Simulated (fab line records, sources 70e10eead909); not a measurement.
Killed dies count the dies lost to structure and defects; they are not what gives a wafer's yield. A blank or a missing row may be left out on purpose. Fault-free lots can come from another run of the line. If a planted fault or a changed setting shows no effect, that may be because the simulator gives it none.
One fault seen from 3 desks / flow nand-harc / each desk holds nothing but its own numbers, with what lay behind them at the end

== THE METROLOGY DESK ==
Means of the sampled wafers that have a number, per lot and without regard to the tool the lot ran on: this is what the gauges read. Any lot whose mean is over 4 standard deviations away from the usual mean is out of limits and marked OUT; that distance is given in the brackets.
Columns: A = thk-nm at NHARC_A_DECK1_JOINT_THK_MEAS_17, usual 45.1 nm; B = thk-nm at NHARC_A_ONON_D2_THK_MEAS_02, usual 999 nm
lot=L275; first seen here=day 16 05:37; A=45.7; B=995
lot=L280; first seen here=day 18 10:24; A=44.5; B=1551 (+50) OUT
lot=L281; first seen here=day 18 10:34; A=46.0; B=1830 (+76) OUT
lot=L282; first seen here=day 19 03:17; A=45.0; B=1824 (+75) OUT
lot=L288; first seen here=day 21 07:14; A=45.1; B=1006
lot=L287; first seen here=day 21 17:43; A=45.0; B=1007
lot=L289; first seen here=day 21 18:53; A=44.0; B=1006
This desk's verdict: out of limits on L280, L281, L282, starting with L280 at day 18 11:01 (thk-nm at NHARC_A_ONON_D2_THK_MEAS_02). In limits: L275, L288, L287, L289.

== THE TOOL OWNER'S DESK: pecvd-onon-01 ==
The tool's own readings at NHARC_A_ONON_D2_DEP_00 (target thk 1000 nm): means of the sampled wafers that have a number, for each lot that ran on this tool. Any lot whose mean is over 4 standard deviations away from the usual mean is out of limits and marked OUT; that distance is given in the brackets.
Columns: A = sih4-flow-sccm at NHARC_A_ONON_D2_DEP_00, usual 209.9 sccm
lot=L280; first seen here=day 18 10:34; A=210.5
lot=L281; first seen here=day 18 10:55; A=209.6
lot=L282; first seen here=day 19 03:26; A=209.1
lot=L289; first seen here=day 21 19:02; A=210.5
Result from this desk: across the 4 lots, nothing is out of limits.

== THE DEFECT DESK ==
Inspection counts along the route, by lot: the mean over sampled wafers that carry a number. Any lot whose mean is over 4 standard deviations away from the usual mean is out of limits and marked OUT; that distance is given in the brackets.
Columns: A = raw-defect-count at NHARC_A_DECK1_JOINT_INSPECT_05, usual 344
lot=L275; first seen here=day 16 05:38; A=427
lot=L280; first seen here=day 18 10:26; A=701
lot=L281; first seen here=day 18 10:37; A=354
lot=L282; first seen here=day 19 03:19; A=362
lot=L288; first seen here=day 21 07:16; A=255
lot=L287; first seen here=day 21 17:46; A=319
lot=L289; first seen here=day 21 18:55; A=275
Result from this desk: across the 7 lots, nothing is out of limits.

== PUT TOGETHER ==
On L280, L281, L282, the metrology desk was in a position to raise an alarm at day 18 11:01.
Nothing out of limits was seen by the tool owner's desk.
Nothing the defect desk looked at was out of limits.
The tool owner's desk has L280, L281, L282 on record, within its limits.
The defect desk has L280, L281, L282 on record, within its limits.
The lots listed all ran NHARC_A_ONON_D2_DEP_00 on pecvd-onon-01.

== WHAT THE SIMULATOR HAD INSERTED ==
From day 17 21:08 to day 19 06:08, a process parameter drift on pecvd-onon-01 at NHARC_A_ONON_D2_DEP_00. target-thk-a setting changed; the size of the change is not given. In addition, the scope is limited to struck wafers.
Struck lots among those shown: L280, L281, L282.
Delay in hours, fault start to first out-of-limits reading, per desk: metrology desk 14.
